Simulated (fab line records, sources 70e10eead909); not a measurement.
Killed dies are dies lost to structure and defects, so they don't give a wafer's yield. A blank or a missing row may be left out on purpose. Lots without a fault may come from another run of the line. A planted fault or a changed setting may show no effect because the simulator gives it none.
Chamber matching | flow nand_harc | NHARC_A_STAIRCASE_ALD_415 on ald_hk-04: 4 sister chambers
The step deposits SiO2, target thk 30 nm, pulse time 6 s, ald cycles 300. 4 wafers are shown with their chamber, then 10 later ones without.

WAFERS WITH THEIR CHAMBER
wafer  | chamber | heater_power_w (W)
L084.2 | 1       | 511
L088.6 | 3       | 529
L089.2 | 2       | 568
L089.3 | 0       | 478

WAFERS WITHOUT THEIR CHAMBER
wafer  | heater_power_w (W)
L089.5 | 504
L092.2 | 564
L092.3 | 525
L092.4 | 499
L092.1 | 482
L092.5 | 528
L092.6 | 570
L094.3 | 523
L094.4 | 506
L094.5 | 533

WHICH CHAMBER EACH WENT THROUGH
wafer  | from the rows above     | in truth
L089.5 | 1                       | 1
L092.2 | 2                       | 2
L092.3 | can't be placed: 3 or 1 | 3
L092.4 | can't be placed: 1 or 0 | 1
L092.1 | 0                       | 0
L092.5 | 3                       | 3
L092.6 | 2                       | 2
L094.3 | can't be placed: 3 or 1 | 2
L094.4 | 1                       | 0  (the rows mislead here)
L094.5 | 3                       | 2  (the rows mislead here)
Placed correctly: 5 of 10. Can't be placed from these rows: 3 (the true chamber is among the candidates in 2). Placed wrongly: 2.
How it was worked out, from the rows above alone: a wafer's distance from a chamber is the root of the sum, over the readings, of the square of ((its reading less the chamber's mean) divided by the reading's scatter). The wafer belongs to the nearest chamber; if the next one is less than 2 further off, it can't be placed. A chamber's mean is the mean of its shown wafers. The scatter: with one shown wafer a chamber, the root of the mean of the squares of how far each hidden wafer lies from its nearest shown one.
